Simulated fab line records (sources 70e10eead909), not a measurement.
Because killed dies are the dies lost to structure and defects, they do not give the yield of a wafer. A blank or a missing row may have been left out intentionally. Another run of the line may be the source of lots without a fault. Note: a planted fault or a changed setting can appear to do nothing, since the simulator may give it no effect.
A struck lot beside a sound one | flow nand harc | 39 out of 1159 route steps
Sound: wafers L191.1, L191.3, L191.5. Struck: wafers L203.2, L203.6. (L203.5 of the same lot was not struck and is left out.) The cause comes at the end.
At each step with rows: each side's tool, then ch and its chambers, then its first start. Under that, the readings that differ: sound wafers | struck wafers | difference of the means | sigmas: that difference in standard deviations of wafers without a fault.
alike: readings whose means differ by less than 2 such deviations, and words and numbers that are the same on both sides. not compared: withheld readings, readings that some wafer has no value for, bounds like >300 that may hide the same value, and numbers for which the record gives no deviation and whose values overlap.
The two part at a step that has a row with sigmas, a row that says differs or no value, or rows on one side only. When numbers do not overlap yet have no deviation, they are printed without sigmas and do not part them. Lack of a reading on every wafer of one side parts them only where that side has two or more wafers.

first, 2 steps without rows for these wafers: NHARC_A_WL_FILL_SRD_14; NHARC_A_WL_FILL_ALD_19 (deposits TiN, target thk 2 nm, pulse time 3 s, ald cycles 100).
NHARC_A_WL_FILL_CVD_20: deposits W, target thk 75 nm, time 5064 s.
  sound: cvd w-02 ch 0,1; struck: cvd w-02 ch 1
  reading              | sound                | struck | difference                    | sigmas
  susceptor temp C (C) | 299.93 299.87 299.95 | - -    | no value on the struck wafers |
  alike: chamber pressure Torr, heater power outer w, heater power w, throttle valve pct
then, 2 steps without rows for these wafers: NHARC_A_WL_FILL_CMP_12 (polishes, t overpolish 30 s, target thk 75 nm); NHARC_A_WL_FILL_SRD_31.
NHARC_A_WL_FILL_INSPECT_15:
  struck on defect inspect-02, day 20 15:29; sound on defect inspect-02, day 17 17:56
  alike: raw defect count
NHARC_A_CONTACT_DEP_24: deposits SiO2, target thk 500 nm.
  sound on pecvd-01 ch 0,2, day 17 18:04; struck on pecvd-01 ch 0,2, day 20 15:40
  alike: chamber pressure Torr, heater power outer w, heater power w, mfc precursor sccm, susceptor temp C, throttle valve pct
then, 1 step without rows for these wafers: NHARC_A_CONTACT_DEP_28 (deposits aC, target thk 3600 nm).
NHARC_A_CONTACT_DEP_29: deposits SiON, target thk 70 nm.
  sound on pecvd-01 ch 0,1,2, day 17 21:26; struck on pecvd-01 ch 0, day 20 18:37
  reading                      | sound             | struck      | difference | sigmas
  chamber pressure Torr (Torr) | 3.494 3.489 3.493 | 3.505 3.519 | +0.020     | +2
  heater power outer w (W)     | 508 333 409       | 560 582     | +154       | +2
  heater power w (W)           | 809 609 612       | 893 918     | +229       | +2
  alike: susceptor temp C
then, 10 steps without rows for these wafers: NHARC_A_CONTACT_DEHYDRATE_32 (time 120 s); NHARC_A_CONTACT_HMDS_33 (time 30 s); NHARC_A_CONTACT_COAT_34 (time 75 s); NHARC_A_CONTACT_COAT_35 (time 65 s); NHARC_A_CONTACT_COAT_36 (resist thk 90 nm); NHARC_A_CONTACT_SOFTBAKE_37 (time 55 s); NHARC_A_CONTACT_EBR_38; NHARC_A_CONTACT_EXPOSE_39 (exposes mask A CC 3); NHARC_A_CONTACT_PEB_40 (peb time 65 s); NHARC_A_CONTACT_DEVELOP_41 (develop time 35 s).
NHARC_A_CONTACT_CD_MEAS_42: target cd 200 nm.
  sound on cd sem-03 ch 0, day 17 22:02; struck on cd sem-03 ch 0, day 20 19:11
  alike: cd nm
NHARC_A_CONTACT_OVL_MEAS_43:
  struck on overlay-02, day 20 19:17; sound on overlay-02, day 17 22:07
  alike: overlay x nm, overlay y nm
NHARC_A_CONTACT_INSPECT_44:
  struck on defect inspect-02, day 20 19:19; sound on defect inspect-01, day 17 22:09
  reading          | sound    | struck | difference | sigmas
  raw defect count | 32 33 44 | 75 58  | +30        | +2
then, 2 steps without rows for these wafers: NHARC_A_CONTACT_DESCUM_47 (chemistry O2, time 3 s); NHARC_A_CONTACT_ETCH_48 (etches the open film in CF4, target depth 39 nm, time 65 s).
NHARC_A_CONTACT_ETCH_49: etches the open film in N2/H2, target depth 260 nm, time 475.3 s.
  sound: rie diel-12 ch 1,3; struck: rie diel-03 ch 1,3
  reading                         | sound          | struck    | difference | sigmas
  showerhead plenum p Torr (Torr) | 2.10 2.19 2.19 | 1.97 1.89 | -0.23      | -2
  alike: drypump motor current A, oes product au, rf vpp V, throttle valve pct
  not compared: rf hours counter h
then, 9 steps without rows for these wafers: NHARC_A_CONTACT_ETCH_50 (etches the open film in CF4/CHF3, target depth 84.7 nm, time 42.4 s); NHARC_A_CONTACT_ETCH_51 (etches the open film in O2/COS, target depth 3600 nm, time 936 s); NHARC_A_CONTACT_ETCH_111 (etches the open film in C4F8/O2/Ar, time 140 s, target depth 700 nm); NHARC_A_CONTACT_ETCH_112 (etches the open film in C4F8/O2/Ar, time 94 s, target depth 922 nm); NHARC_A_CONTACT_ETCH_113 (etches the open film in C4F8/O2/Ar, time 94 s, target depth 922 nm); NHARC_A_CONTACT_ETCH_114 (etches the open film in C4F8/O2/Ar, time 94 s, target depth 922 nm); NHARC_A_CONTACT_ETCH_115 (etches the open film in C4F8/O2/Ar, time 94 s, target depth 922 nm); NHARC_A_CONTACT_ETCH_116 (etches the open film in C4F8/O2/Ar, time 94 s, target depth 922 nm); NHARC_A_CONTACT_ETCH_117 (etches the open film in C4F8/O2/Ar, time 94 s, target depth 922 nm).
NHARC_A_CONTACT_ETCH_118: etches the open film in C4F8/O2/Ar, time 94 s, target depth 922 nm.
  sound on har cap etch-03 ch 0,1, day 18 00:15; struck on har cap etch-02 ch 0, day 20 21:35
  not compared: rf hours counter h
NHARC_A_CONTACT_ETCH_119: etches the open film in C4F8/O2/Ar, time 94 s, target depth 922 nm.
  sound on har cap etch-03 ch 0,1, day 18 00:20; struck on har cap etch-02 ch 0, day 20 21:41
  not compared: rf hours counter h
then, 2 steps without rows for these wafers: NHARC_A_CONTACT_ETCH_120 (etches the open film in C4F8/O2/Ar, time 94 s, target depth 922 nm); NHARC_A_CONTACT_ETCH_121 (etches the open film in C4F8/O2/Ar, time 94 s, target depth 922 nm).
-- jump in the record: it breaks off in module A_CONTACT and resumes in module END (first step shown: number 1159 of the route), and 3 days separate the struck wafers' starts before and after --
NHARC_END_SORT_01:
  sound on prober-01 ch 0, day 21 11:38; struck on prober-02 ch 0, day 23 21:11
  reading         | sound    | struck  | difference | sigmas
  killed at array | 29 37 34 | 672 675 | +640       | +64
  killed dies     | 34 40 38 | 677 677 | +640       | +64
  alike: killed at other, killed at periphery, killed open, killed short

== WHERE THEY PART ==
Earliest at NHARC_A_WL_FILL_CVD_20; latest, in this record, at NHARC_END_SORT_01.

WHY: what had been put in by the simulator
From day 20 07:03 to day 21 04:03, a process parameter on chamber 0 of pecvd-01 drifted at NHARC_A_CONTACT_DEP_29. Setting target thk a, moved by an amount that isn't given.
